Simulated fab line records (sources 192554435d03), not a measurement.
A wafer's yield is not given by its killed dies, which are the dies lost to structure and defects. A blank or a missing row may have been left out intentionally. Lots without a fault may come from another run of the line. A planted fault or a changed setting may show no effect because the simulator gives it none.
Chamber matching	flow n5-finfet	N5_BEOL_M3_STRIP_66 on rie-diel-03 has 4 sister chambers
The step strips in CF4. 16 wafers are shown with their chamber, then 8 later ones without.

== WAFERS WITH THEIR CHAMBER ==
wafer	chamber	showerhead-plenum-p-Torr (Torr)	throttle-valve-pct (%)	oes-product-au (a.u.)
L076.1	2	1.73	13.59	0.73
L076.2	0	1.71	13.70	0.76
L076.4	3	1.74	13.52	0.80
L077.1	3	1.74	13.51	0.80
L077.2	2	1.73	13.59	0.73
L077.5	2	1.73	13.60	0.73
L080.3	0	1.71	13.73	0.74
L080.5	3	1.74	13.53	0.79
L080.6	2	1.73	13.61	0.73
L082.2	0	1.71	13.75	0.74
L082.4	3	1.73	13.54	0.78
L082.6	1	1.83	13.20	0.96
L083.1	1	1.83	13.21	0.98
L083.2	3	1.73	13.53	0.78
L083.3	0	1.71	13.73	0.74
L085.1	3	1.73	13.56	0.78

SIGNATURES, as means of the wafers listed above
reading	chamber 0	chamber 1	chamber 2	chamber 3	scatter within a chamber
showerhead-plenum-p-Torr	1.7100	1.8300	1.7300	1.7350	0.00354
throttle-valve-pct	13.7275	13.2050	13.5975	13.5317	0.016
oes-product-au	0.7450	0.9700	0.7300	0.7883	0.00905
Rule: for each reading, subtract the chamber's mean from the wafer's reading, divide by that reading's scatter and square the result; add these up over the readings and take the root, which gives the wafer's distance from the chamber. If the next closest chamber is less than 2 further off than the closest, the wafer can't be placed; otherwise it belongs to the closest. The scatter: the root of (the sum of the squares of (reading less its chamber's mean) over the shown wafers, divided by (wafers less chambers)).

== WAFERS WITH NO CHAMBER GIVEN ==
wafer	showerhead-plenum-p-Torr (Torr)	throttle-valve-pct (%)	oes-product-au (a.u.)
L085.3	1.71	13.74	0.73
L085.5	1.83	13.22	0.95
L086.2	1.72	13.63	0.72
L086.3	1.83	13.21	0.94
L086.6	1.72	13.64	0.72
L096.1	1.70	13.78	0.73
L096.4	1.72	13.68	0.70
L096.5	1.73	13.60	0.76

== CHAMBER TAKEN BY EACH ==
wafer	from the rows above	in truth
L085.3	0	0
L085.5	1	1
L086.2	2	2
L086.3	1	1
L086.6	2	2
L096.1	0	0
L096.4	can't be placed: 0 or 2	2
L096.5	2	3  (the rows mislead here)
Correctly placed: 6 of 8. From these rows, 1 cannot be placed; in 1 the true chamber is one of the candidates. Number placed wrongly: 1.
